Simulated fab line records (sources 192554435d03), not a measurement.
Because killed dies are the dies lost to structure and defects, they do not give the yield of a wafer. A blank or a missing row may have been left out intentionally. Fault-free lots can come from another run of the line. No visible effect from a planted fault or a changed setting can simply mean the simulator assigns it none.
Matching of chambers || flow n5_finfet || N5_BEOL_M2_PECVD_72 on pecvd-04 has 3 sister chambers
The step deposits SiO2 from TEOS/O2, target thk 16 nm, time 18 s. 6 wafers are shown with their chamber, then 7 later ones without.

== WAFERS WITH THEIR CHAMBER ==
{"wafer": "L086.6", "chamber": 1, "throttle_valve_pct (%)": 23.5, "showerhead_plenum_p_Torr (Torr)": 8.87}
{"wafer": "L089.1", "chamber": 0, "throttle_valve_pct (%)": 25.0, "showerhead_plenum_p_Torr (Torr)": 8.66}
{"wafer": "L089.2", "chamber": 2, "throttle_valve_pct (%)": 21.9, "showerhead_plenum_p_Torr (Torr)": 8.86}
{"wafer": "L089.3", "chamber": 1, "throttle_valve_pct (%)": 23.3, "showerhead_plenum_p_Torr (Torr)": 8.88}
{"wafer": "L092.4", "chamber": 0, "throttle_valve_pct (%)": 24.9, "showerhead_plenum_p_Torr (Torr)": 8.66}
{"wafer": "L092.5", "chamber": 2, "throttle_valve_pct (%)": 22.0, "showerhead_plenum_p_Torr (Torr)": 8.85}

== WAFERS WITH NO CHAMBER GIVEN ==
{"wafer": "L092.6", "throttle_valve_pct (%)": 23.5, "showerhead_plenum_p_Torr (Torr)": 8.85}
{"wafer": "L096.1", "throttle_valve_pct (%)": 23.4, "showerhead_plenum_p_Torr (Torr)": 8.87}
{"wafer": "L096.3", "throttle_valve_pct (%)": 21.7, "showerhead_plenum_p_Torr (Torr)": 8.82}
{"wafer": "L096.5", "throttle_valve_pct (%)": 21.9, "showerhead_plenum_p_Torr (Torr)": 8.84}
{"wafer": "L097.1", "throttle_valve_pct (%)": 25.0, "showerhead_plenum_p_Torr (Torr)": 8.67}
{"wafer": "L097.2", "throttle_valve_pct (%)": 21.8, "showerhead_plenum_p_Torr (Torr)": 8.82}
{"wafer": "L097.3", "throttle_valve_pct (%)": 23.5, "showerhead_plenum_p_Torr (Torr)": 8.88}

== WHICH CHAMBER EACH ONE RAN IN ==
{"wafer": "L092.6", "from the rows above": 1, "in truth": 1}
{"wafer": "L096.1", "from the rows above": 1, "in truth": 1}
{"wafer": "L096.3", "from the rows above": 2, "in truth": 2}
{"wafer": "L096.5", "from the rows above": 2, "in truth": 2}
{"wafer": "L097.1", "from the rows above": 0, "in truth": 0}
{"wafer": "L097.2", "from the rows above": 2, "in truth": 2}
{"wafer": "L097.3", "from the rows above": 1, "in truth": 1}
7 of 7 placed correctly. Left unplaced by these rows: 0. Wrongly placed: 0.
How it was worked out, from the rows above alone: a wafer's distance from a chamber is the root of the sum, over the readings, of the square of ((its reading less the chamber's mean) divided by the reading's scatter). The wafer belongs to the nearest chamber; if the next one is less than 2 further off, it can't be placed. Each chamber's mean is taken over the wafers shown for it. The scatter: take each reading less its chamber's mean, square it, sum over the shown wafers, divide by the number of wafers less the number of chambers, and take the root.
